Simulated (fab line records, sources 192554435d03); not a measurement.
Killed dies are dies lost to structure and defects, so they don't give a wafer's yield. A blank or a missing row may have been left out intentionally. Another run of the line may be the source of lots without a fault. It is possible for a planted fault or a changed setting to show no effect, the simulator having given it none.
Matching of chambers ; flow n5-finfet ; 3 sister chambers for N5_BEOL_M9_CURE_71 on uv-cure-02
The step cures SiCOH lowk, time 240 s. 6 wafers are shown with their chamber, then 7 later ones without.

== WAFERS WITH THEIR CHAMBER ==
wafer;chamber;wafer_temp_C_max;lamp-power-pct (%)
L088.2;0;386.5;52.30
L088.5;0;386.4;52.21
L087.5;2;387.5;52.28
L087.6;2;387.1;52.35
L090.1;1;386.2;52.27
L090.4;1;386.6;52.33

== WAFERS MISSING THEIR CHAMBER ==
wafer;wafer_temp_C_max;lamp-power-pct (%)
L090.5;386.2;52.35
L097.1;386.6;52.30
L097.3;386.3;52.29
L097.5;386.7;52.30
L097.2;386.5;52.21
L097.4;386.2;52.28
L097.6;386.9;52.28

== WHICH CHAMBER EACH WENT THROUGH ==
wafer;from the rows above;in truth
L090.5;can't be placed: 1 or 0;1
L097.1;can't be placed: 1 or 0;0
L097.3;can't be placed: 1 or 0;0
L097.5;can't be placed: 1 or 0 or 2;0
L097.2;can't be placed: 0 or 1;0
L097.4;can't be placed: 1 or 0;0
L097.6;can't be placed: 2 or 0 or 1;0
Placed correctly: 0 of 7. Unplaceable from these rows: 7, with the true chamber sitting among the candidates in 7. Number placed wrongly: 0.
How it was worked out, from the rows above alone: a wafer's distance from a chamber is the root of the sum, over the readings, of the square of ((its reading less the chamber's mean) divided by the reading's scatter). The wafer belongs to the nearest chamber; if the next one is less than 2 further off, it can't be placed. For every chamber, the mean is computed from those of its wafers that are shown. The scatter: the root of (the sum of the squares of (reading less its chamber's mean) over the shown wafers, divided by (wafers less chambers)).
